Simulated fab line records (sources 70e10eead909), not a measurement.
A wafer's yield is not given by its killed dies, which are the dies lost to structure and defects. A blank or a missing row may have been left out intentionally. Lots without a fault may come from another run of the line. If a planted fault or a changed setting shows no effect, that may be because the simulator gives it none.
Matching of chambers + flow nand_harc + rie_diel-04 running NHARC_A_STAIRCASE_DESCUM_443: 4 sister chambers
The step chemistry O2, time 3 s. 16 wafers are shown with their chamber, then 8 later ones without.

WAFERS PAIRED WITH THEIR CHAMBERS
| wafer  | chamber | showerhead_plenum_p_Torr (Torr) | drypump_motor_current_A (A) | oes_product_au (a.u.) |
|--------|---------|---------------------------------|-----------------------------|-----------------------|
| L074.1 | 0       | 1.94                            | 5.6                         | 0.988                 |
| L074.2 | 2       | 1.92                            | 6.2                         | 0.997                 |
| L074.5 | 0       | 1.94                            | 5.6                         | 0.985                 |
| L077.1 | 0       | 1.93                            | 5.5                         | 0.999                 |
| L077.3 | 1       | 1.97                            | 5.6                         | 0.992                 |
| L077.6 | 1       | 1.97                            | 5.6                         | 1.011                 |
| L080.1 | 0       | 1.93                            | 5.5                         | 0.975                 |
| L080.5 | 2       | 1.92                            | 6.1                         | 0.998                 |
| L080.6 | 3       | 1.89                            | 5.7                         | 1.012                 |
| L088.3 | 1       | 1.96                            | 5.6                         | 0.992                 |
| L088.5 | 1       | 1.96                            | 5.7                         | 1.002                 |
| L088.6 | 2       | 1.92                            | 6.1                         | 1.005                 |
| L086.1 | 2       | 1.92                            | 6.2                         | 0.994                 |
| L086.5 | 0       | 1.93                            | 5.5                         | 0.978                 |
| L086.6 | 3       | 1.89                            | 5.7                         | 1.018                 |
| L093.4 | 1       | 1.96                            | 5.7                         | 1.003                 |

SIGNATURES (means of the wafers above)
| reading                  | chamber 0 | chamber 1 | chamber 2 | chamber 3 | scatter within a chamber |
|--------------------------|-----------|-----------|-----------|-----------|--------------------------|
| showerhead_plenum_p_Torr | 1.9340    | 1.9640    | 1.9200    | 1.8900    | 0.00447                  |
| drypump_motor_current_A  | 5.540     | 5.640     | 6.150     | 5.700     | 0.0532                   |
| oes_product_au           | 0.98500   | 1.00000   | 0.99850   | 1.01500   | 0.00763                  |
Rule: for a wafer and a chamber, the distance is found by dividing, reading by reading, the gap between the wafer's reading and the chamber's mean by the reading's scatter, squaring, summing and taking the root. The wafer belongs to the nearest chamber; if the next one is less than 2 further off, it can't be placed. How the scatter is found: for the shown wafers, subtract from each reading the mean of its chamber, square and add these, divide the total by (wafers less chambers), then take the root.

WAFERS WITH NO CHAMBER GIVEN
| wafer  | showerhead_plenum_p_Torr (Torr) | drypump_motor_current_A (A) | oes_product_au (a.u.) |
|--------|---------------------------------|-----------------------------|-----------------------|
| L093.5 | 1.89                            | 5.7                         | 1.003                 |
| L093.6 | 1.91                            | 6.1                         | 0.993                 |
| L094.3 | 1.92                            | 5.5                         | 0.978                 |
| L094.4 | 1.95                            | 5.7                         | 1.008                 |
| L094.5 | 1.95                            | 5.7                         | 0.991                 |
| L097.1 | 1.91                            | 6.2                         | 1.016                 |
| L097.5 | 1.92                            | 5.5                         | 0.987                 |
| L097.6 | 1.96                            | 5.6                         | 0.999                 |

WHICH CHAMBER EACH WENT THROUGH
| wafer  | from the rows above     | in truth |
|--------|-------------------------|----------|
| L093.5 | 3                       | 3        |
| L093.6 | 2                       | 2        |
| L094.3 | 0                       | 0        |
| L094.4 | 1                       | 1        |
| L094.5 | can't be placed: 1 or 0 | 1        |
| L097.1 | 2                       | 2        |
| L097.5 | 0                       | 0        |
| L097.6 | 1                       | 1        |
Correct placement for 7 of the 8. These rows do not allow placing 1 (true chamber among the candidates in 1). Number placed wrongly: 0.
